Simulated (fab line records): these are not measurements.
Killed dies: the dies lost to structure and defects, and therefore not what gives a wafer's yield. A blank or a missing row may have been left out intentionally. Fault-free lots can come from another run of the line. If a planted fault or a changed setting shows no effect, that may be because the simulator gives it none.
Matching of chambers | flow n5-finfet | rie-si-04 running N5_FIN_CUT_CUT_ETCH_28: 4 sister chambers
The step etches Si in HBr/Cl2/O2, target depth 6 nm, time 2.4 s. 18 wafers are shown with their chamber, then 9 later ones without.

## WAFERS PAIRED WITH THEIR CHAMBERS
wafer  | chamber | drypump-motor-current-A (A) | oes-product-au (a.u.)
L075.2 | 0       | 5.7                         | 1.021
L075.5 | 0       | 5.7                         | 1.021
L075.6 | 3       | 5.7                         | 1.014
L076.4 | 2       | 5.0                         | 1.021
L076.5 | 3       | 5.7                         | 1.013
L076.6 | 0       | 5.7                         | 1.019
L077.1 | 0       | 5.7                         | 1.015
L077.3 | 3       | 5.7                         | 1.021
L077.6 | 0       | 5.6                         | 1.023
L078.4 | 3       | 5.7                         | 1.020
L078.5 | 0       | 5.7                         | 1.020
L078.6 | 3       | 5.7                         | 1.012
L081.2 | 1       | 5.2                         | 0.983
L081.3 | 2       | 5.0                         | 1.023
L081.5 | 3       | 5.7                         | 1.015
L083.3 | 2       | 5.0                         | 1.021
L083.4 | 0       | 5.7                         | 1.012
L083.5 | 2       | 5.0                         | 1.031

SIGNATURES (averages over the wafers above)
reading                 | chamber 0 | chamber 1 | chamber 2 | chamber 3 | scatter within a chamber
drypump-motor-current-A | 5.686     | 5.200     | 5.000     | 5.700     | 0.0247
oes-product-au          | 1.01871   | 0.98300   | 1.02400   | 1.01583   | 0.00404
Rule: a wafer lies at a distance from a chamber equal to the root of the sum of squares, over the readings, of (its reading less the chamber's mean, divided by the reading's scatter). If the next closest chamber is less than 2 further off than the closest, the wafer can't be placed; otherwise it belongs to the closest. The scatter is the square root of a quotient: the sum, over the shown wafers, of each reading's squared deviation from its chamber's mean, divided by wafers minus chambers.

## WAFERS WHOSE CHAMBER IS MISSING
wafer  | drypump-motor-current-A (A) | oes-product-au (a.u.)
L084.1 | 5.0                         | 1.023
L084.4 | 5.7                         | 1.019
L084.6 | 5.7                         | 1.017
L088.1 | 5.2                         | 0.973
L088.3 | 5.0                         | 1.020
L088.5 | 5.7                         | 1.026
L094.2 | 5.7                         | 1.023
L094.3 | 5.2                         | 0.985
L094.5 | 5.2                         | 0.985

## THE CHAMBER EACH PASSED THROUGH
wafer  | from the rows above     | in truth
L084.1 | 2                       | 2
L084.4 | can't be placed: 0 or 3 | 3
L084.6 | can't be placed: 3 or 0 | 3
L088.1 | 1                       | 1
L088.3 | 2                       | 2
L088.5 | can't be placed: 0 or 3 | 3
L094.2 | can't be placed: 0 or 3 | 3
L094.3 | 1                       | 1
L094.5 | 1                       | 1
Correctly placed: 5 of 9. From these rows, 4 cannot be placed; in 4 the true chamber is one of the candidates. Number placed wrongly: 0.
